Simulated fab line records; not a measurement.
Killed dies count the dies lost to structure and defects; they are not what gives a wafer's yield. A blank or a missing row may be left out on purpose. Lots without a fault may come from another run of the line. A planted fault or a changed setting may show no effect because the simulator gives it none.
Chamber matching :: flow n5-finfet :: N5_FIN_CUT_CUT_ETCH_28 on rie-si-06 has 4 sister chambers
The step etches Si in HBr/Cl2/O2, target depth 6 nm, time 2.4 s. 8 wafers are shown with their chamber, then 11 later ones without.

== EACH WAFER AND ITS CHAMBER ==
wafer: L085.4
chamber: 3
throttle-valve-pct (%): 37.52
oes_o_777_au (a.u.): 0.98

wafer: L087.6
chamber: 1
throttle-valve-pct (%): 37.32
oes_o_777_au (a.u.): 1.01

wafer: L088.1
chamber: 2
throttle-valve-pct (%): 36.67
oes_o_777_au (a.u.): 1.05

wafer: L088.4
chamber: 1
throttle-valve-pct (%): 37.33
oes_o_777_au (a.u.): 1.01

wafer: L090.2
chamber: 3
throttle-valve-pct (%): 37.53
oes_o_777_au (a.u.): 0.98

wafer: L090.3
chamber: 0
throttle-valve-pct (%): 36.96
oes_o_777_au (a.u.): 0.96

wafer: L090.6
chamber: 0
throttle-valve-pct (%): 36.94
oes_o_777_au (a.u.): 0.96

wafer: L091.1
chamber: 2
throttle-valve-pct (%): 36.68
oes_o_777_au (a.u.): 1.06

== WAFERS WITH NO CHAMBER GIVEN ==
wafer: L091.3
throttle-valve-pct (%): 36.94
oes_o_777_au (a.u.): 0.95

wafer: L091.6
throttle-valve-pct (%): 37.33
oes_o_777_au (a.u.): 1.01

wafer: L095.4
throttle-valve-pct (%): 37.53
oes_o_777_au (a.u.): 0.98

wafer: L095.5
throttle-valve-pct (%): 37.53
oes_o_777_au (a.u.): 0.98

wafer: L095.6
throttle-valve-pct (%): 36.95
oes_o_777_au (a.u.): 0.95

wafer: L096.2
throttle-valve-pct (%): 37.34
oes_o_777_au (a.u.): 1.01

wafer: L096.3
throttle-valve-pct (%): 36.95
oes_o_777_au (a.u.): 0.96

wafer: L096.6
throttle-valve-pct (%): 36.68
oes_o_777_au (a.u.): 1.05

wafer: L097.1
throttle-valve-pct (%): 36.66
oes_o_777_au (a.u.): 1.04

wafer: L097.2
throttle-valve-pct (%): 36.95
oes_o_777_au (a.u.): 0.96

wafer: L097.5
throttle-valve-pct (%): 37.53
oes_o_777_au (a.u.): 0.97

== CHAMBER TAKEN BY EACH ==
wafer: L091.3
from the rows above: 0
in truth: 0

wafer: L091.6
from the rows above: 1
in truth: 1

wafer: L095.4
from the rows above: 3
in truth: 3

wafer: L095.5
from the rows above: 3
in truth: 3

wafer: L095.6
from the rows above: 0
in truth: 0

wafer: L096.2
from the rows above: 1
in truth: 1

wafer: L096.3
from the rows above: 0
in truth: 0

wafer: L096.6
from the rows above: 2
in truth: 2

wafer: L097.1
from the rows above: 2
in truth: 2

wafer: L097.2
from the rows above: 0
in truth: 0

wafer: L097.5
from the rows above: 3
in truth: 3
Correct placement for 11 of the 11. Can't be placed from these rows: 0. 0 placed wrongly.
How it was worked out, from the rows above alone: a wafer's distance from a chamber is the root of the sum, over the readings, of the square of ((its reading less the chamber's mean) divided by the reading's scatter). If the next closest chamber is less than 2 further off than the closest, the wafer can't be placed; otherwise it belongs to the closest. For every chamber, the mean is computed from those of its wafers that are shown. The scatter: take each reading less its chamber's mean, square it, sum over the shown wafers, divide by the number of wafers less the number of chambers, and take the root.
